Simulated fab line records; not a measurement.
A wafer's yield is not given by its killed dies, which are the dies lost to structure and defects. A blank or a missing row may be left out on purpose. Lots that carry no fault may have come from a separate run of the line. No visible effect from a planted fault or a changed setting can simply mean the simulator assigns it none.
A lot that was struck, set against a sound lot -- flow n5 finfet -- 39 steps out of a route of 1938
Sound: wafers L136.2, L136.3, L136.4. Struck: wafers L126.3, L126.4, L126.6. The cause comes at the end.
Each step with rows lists, per side, the tool, then ch with its chambers, then its first start. Under that, the readings that differ: sound wafers -- struck wafers -- difference of the means -- sigmas: that difference in standard deviations of wafers without a fault.
alike: readings whose means differ by less than 2 such deviations, and words and numbers that are the same on both sides. not compared: withheld readings, readings that some wafer has no value for, bounds like >300 that may hide the same value, and numbers for which the record gives no deviation and whose values overlap.
Wherever a step has rows on one side only, a row that says differs or no value, or a row with sigmas, the two part there. Numbers that have no deviation but don't overlap get no sigmas and don't part them. A reading missing from all wafers of one side parts the sides only when that side holds two or more wafers.

first, 12 steps without rows for these wafers: N5_MOL_CONTACT_COAG_PRECLEAN_111 (cleans in NF3:NH3, afs cycles 1, time 20 s, sublimation time 60 s); N5_MOL_CONTACT_COAG_TI_SIL_19 (material Ti, target thk 4.2 nm, time 15 s); N5_MOL_CONTACT_COAG_ALD_20 (deposits TiN, target thk 1.5 nm, pulse time 1 s, purge time 3 s); N5_MOL_CONTACT_COAG_SIL_ANNEAL_21 (time 60 s); N5_MOL_CONTACT_COAG_PRE_CLEAN_141 (time 60 s); N5_MOL_CONTACT_COAG_SPUTTER_143 (material Co, target thk 2.5 nm); N5_MOL_CONTACT_COAG_CO_FILL_22 (material Co, precursor CCTBA/H2, target thk 20 nm); N5_MOL_CONTACT_COAG_ANNEAL_113 (time 300 s); N5_MOL_CONTACT_COAG_PRE_CLEAN_142 (time 60 s); N5_MOL_CONTACT_COAG_SPUTTER_130 (material Co, target thk 47.5 nm); N5_MOL_CONTACT_COAG_PRECLEAN_125 (cleans in DIW, time 57.5 s); N5_MOL_CONTACT_COAG_SRD_126 (dry time 32 s).
N5_MOL_CONTACT_COAG_CMP_23: polishes, stops on SiO2, t overpolish 1.5 s, target thk 0 nm.
  sound on cmp-03 ch 0,1,2, day 9 16:30; struck on cmp-03 ch 2,3, day 7 02:05
reading,sound,struck,difference,sigmas
head pressure psi (psi),1.993 2.004 2.001,2.212 2.207 2.204,+0.208,+51
  alike: motor current A, overpolish run s, time to endpoint s
  not compared: model.SiNx_of_GATE_CUT_SAC_CAP_01.thk nm
then, 23 steps without rows for these wafers: N5_MOL_CONTACT_COAG_WET_ETCH_26 (target Co, target depth 13 nm); N5_MOL_CONTACT_COAG_WET_ETCH_116 (etches the open film in SC1-inhibited, target depth 4.6 nm, rinse time 30 s); N5_MOL_CONTACT_COAG_ALD_27 (deposits SiOC, target thk 17 nm, pulse time 1.5 s, time 2720 s); N5_MOL_CONTACT_COAG_CMP_28 (polishes, stops on SiNx, t overpolish 0.85 s, target thk 14.522 nm); N5_MOL_CONTACT_COAG_ALD_123 (deposits SiNx, target thk 5 nm, pulse time 1 s, purge time 2 s); N5_MOL_CONTACT_COAG_PECVD_31 (deposits SiO2 from TEOS/O2, target thk 46 nm, time 8.9 s); N5_MOL_CONTACT_COAG_COAT_75 (time 60 s, resist thk 60 nm); N5_MOL_CONTACT_COAG_COAT_76 (time 60 s, resist thk 10 nm); N5_MOL_CONTACT_COAG_COAT_77 (time 60 s, resist thk 10 nm); N5_MOL_CONTACT_COAG_COAT_78 (resist thk 40 nm); N5_MOL_CONTACT_COAG_EBR_80; N5_MOL_CONTACT_COAG_SOFTBAKE_79 (time 60 s); N5_MOL_CONTACT_COAG_EXPOSE_81 (exposes mask VG, defocus 0 nm); N5_MOL_CONTACT_COAG_PEB_82 (peb time 60 s); N5_MOL_CONTACT_COAG_DEVELOP_83 (develop time 30 s); N5_MOL_CONTACT_COAG_DESCUM_88 (chemistry O2, time 7 s); N5_MOL_CONTACT_COAG_ETCH_89 (etches underlayer in N2/H2, target depth 13 nm, time 10.4 s); N5_MOL_CONTACT_COAG_ETCH_90 (etches SiARC in CF4, target depth 13 nm, time 21.7 s); N5_MOL_CONTACT_COAG_ALD_131 (deposits SiO2, target thk 5 nm, pulse time 1 s, co reactant pulse time 1 s); N5_MOL_CONTACT_COAG_ETCHBACK_132 (etches SiO2 in CHF3, target depth 10 nm, time 6.7 s); N5_MOL_CONTACT_COAG_ETCH_91 (etches SOC in N2/H2, target depth 60 nm, overetch 21 nm, time 101.2 s); N5_MOL_CONTACT_COAG_STRIP_92 (strips in N2/H2); N5_MOL_CONTACT_COAG_STRIP_93 (strips in N2/H2).
N5_MOL_CONTACT_COAG_ETCH_47: etches SiNx in CH3F/O2, stops on W, target depth 27 nm.
  sound on rie diel-03 ch 0,1,2, day 9 22:10; struck on rie diel-01 ch 0,1, day 7 06:27
  alike: drypump motor current A, etch rf on time s, oes product au, rf vpp V, showerhead plenum p Torr, throttle valve pct
  not compared: rf hours counter h, model.etch.depth nm
-- here the record skips 3 days between the struck wafers' starts before and after, leaving off in module MOL_CONTACT_COAG and picking up in module BEOL_M4 (first step shown: number 1111 of the route) --
N5_BEOL_M4_RC_MEAS_101:
  sound on prober-01 ch 0, day 12 14:18; struck on prober-01 ch 0, day 10 00:25
  alike: DIBL_N, DIBL_P, IOFF_N, IOFF_P, ION_N, ION_P, SS_N, SS_P, VT_N, VT_P
-- the record jumps here: 4 days lie between the struck wafers' starts before and after (it left off in module BEOL_M4 and takes up again in module PASSIVATION, whose first step shown is number 1936 of the route) --
N5_PASSIVATION_PROBE_49:
  sound on prober-01, day 16 20:55; struck on prober-01, day 13 23:08
  alike: defect limited yield, killed_at_M0_to_M3, killed_at_M4_up, killed at contacts, killed at front end, killed at other, killed dies, killed on rim, killed open, killed short, sort_bin_4_leakage, sort_bin_5_function, sort_bin_6_memory, sort n pass, sort yield pct

WHERE THEY PART
Only at N5_MOL_CONTACT_COAG_CMP_23, within this record. Later steps at which nothing parts them and some readings are alike: N5_MOL_CONTACT_COAG_ETCH_47, N5_BEOL_M4_RC_MEAS_101, N5_PASSIVATION_PROBE_49.

WHY: whatever the simulator had introduced
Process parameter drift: cmp-03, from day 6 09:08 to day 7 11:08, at N5_MOL_CONTACT_COAG_CMP_23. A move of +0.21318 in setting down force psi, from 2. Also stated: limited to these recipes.
